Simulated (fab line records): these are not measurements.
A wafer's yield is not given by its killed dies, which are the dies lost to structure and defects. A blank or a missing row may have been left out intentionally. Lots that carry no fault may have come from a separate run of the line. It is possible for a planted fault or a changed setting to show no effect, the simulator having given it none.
Which tool was responsible? | flow n5_finfet | 24 lots, 72 wafers sampled, at 1 step of a route of 1938

WHAT THE GAUGES READ, wafer by wafer
N5_BEOL_M1_CD_MEAS_35: target cd 18 nm, target cd y 21 nm.
lot  | measured     | on        | cd_nm (nm)
L075 | day 7 00:55  | cd_sem-02 | 18.1 18.5 18.1
L074 | day 7 01:10  | cd_sem-02 | 18.4 19.2 18.4
L076 | day 7 01:52  | cd_sem-03 | 18.3 18.5 17.9
L078 | day 7 06:26  | cd_sem-02 | 18.8 18.2 18.4
L077 | day 7 06:40  | cd_sem-01 | 18.5 18.4 17.9
L080 | day 7 21:42  | cd_sem-02 | 18.4 18.1 18.3
L079 | day 8 00:52  | cd_sem-01 | 18.5 17.8 18.3
L081 | day 8 20:40  | cd_sem-02 | 18.3 18.0 18.0
L082 | day 8 21:36  | cd_sem-02 | 17.6 18.4 18.1
L083 | day 9 04:28  | cd_sem-01 | 18.2 17.7 18.1
L084 | day 9 17:47  | cd_sem-03 | 18.3 18.3 18.6
L085 | day 10 00:53 | cd_sem-01 | 17.9 17.7 18.1
L087 | day 10 10:23 | cd_sem-03 | 17.8 17.5 17.9
L086 | day 10 13:34 | cd_sem-02 | 17.9 17.6 17.8
L089 | day 10 16:47 | cd_sem-02 | 18.1 17.7 18.6
L090 | day 10 16:49 | cd_sem-03 | 19.1 18.2 18.2
L088 | day 10 16:52 | cd_sem-02 | 18.6 18.2 18.6
L092 | day 10 22:32 | cd_sem-03 | 18.3 17.9 18.9
L091 | day 11 03:31 | cd_sem-02 | 17.7 17.8 17.9
L093 | day 11 06:27 | cd_sem-02 | 18.4 17.9 18.6
L094 | day 11 06:29 | cd_sem-03 | 17.5 18.2 18.4
L095 | day 11 15:55 | cd_sem-01 | 18.2 17.5 18.1
L096 | day 12 08:25 | cd_sem-01 | 18.0 18.3 18.0
L097 | day 12 11:42 | cd_sem-02 | 18.1 18.0 18.4

WHICH TOOL RAN EACH LOT (tool, then ch and the chambers of the sampled wafers, then the start)
The record holds no process step before these readings.

AS READ BY THE TOOLS THEMSELVES (means over the sampled wafers that have a number; for cases with no such wafer, the mark the record gives instead)
The record holds no such reading with a usual standard deviation.

THE ANSWER, worked out from the rows above alone
Rule: usual is defined by the lots themselves. Put in order of their means at a reading, lots are off if they are a third of the lots or fewer, leave a main group of 4 or more, and stand apart from it by a gap of 3 or more times the standard deviation of the main group's means; of several such gaps the widest counts. The tables above print the reading to a certain number of digits; a main group whose means all agree to those digits is not used. Also off: a lot with no number at a reading for which 4 or more lots have one. All remaining lots with rows at the step are treated as sound. After the gauges, taken in route order, come the tools' own readings; for these a lot's mean is taken, as printed above. At the first step where some lot is off, the reading lying furthest off is the one used; lots without a number count as furthest.
No lot is off at any reading shown: from this, nothing can be told.

WHAT THE SIMULATOR HAD INSERTED
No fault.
